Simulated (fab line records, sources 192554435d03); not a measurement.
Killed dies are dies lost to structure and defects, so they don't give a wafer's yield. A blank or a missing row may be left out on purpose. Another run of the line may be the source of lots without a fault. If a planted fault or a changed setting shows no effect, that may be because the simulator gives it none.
Chamber matching | flow n5Finfet | N5_SD_EPI_P_ETCH_47 on rieDiel-01 has 4 sister chambers
The step etches SiOCN in CH3F/O2, target depth 25 nm. 4 wafers are shown with their chamber, then 8 later ones without.

== WAFERS, EACH WITH ITS CHAMBER ==
wafer  | chamber | showerheadPlenumPTorr (Torr)
L090.1 | 1       | 2.01
L090.3 | 0       | 2.02
L090.4 | 2       | 1.91
L093.1 | 3       | 2.11

== WAFERS WITH NO CHAMBER GIVEN ==
wafer  | showerheadPlenumPTorr (Torr)
L093.2 | 1.90
L093.3 | 2.01
L094.2 | 2.11
L094.4 | 2.01
L094.6 | 1.90
L095.3 | 2.01
L095.4 | 2.11
L095.6 | 1.90

== THE CHAMBER EACH PASSED THROUGH ==
wafer  | from the rows above     | in truth
L093.2 | 2                       | 2
L093.3 | can't be placed: 1 or 0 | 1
L094.2 | 3                       | 3
L094.4 | can't be placed: 1 or 0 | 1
L094.6 | 2                       | 2
L095.3 | can't be placed: 1 or 0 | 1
L095.4 | 3                       | 3
L095.6 | 2                       | 2
Correct placement for 5 of the 8. Not placeable from these rows: 3 (in 3, the candidates include the true chamber). Number placed wrongly: 0.
How it was worked out, from the rows above alone: a wafer's distance from a chamber is the root of the sum, over the readings, of the square of ((its reading less the chamber's mean) divided by the reading's scatter). If the next closest chamber is less than 2 further off than the closest, the wafer can't be placed; otherwise it belongs to the closest. Each chamber's mean is taken over the wafers shown for it. The scatter: root of mean squared gap, hidden wafer to nearest shown wafer, with one shown wafer a chamber.
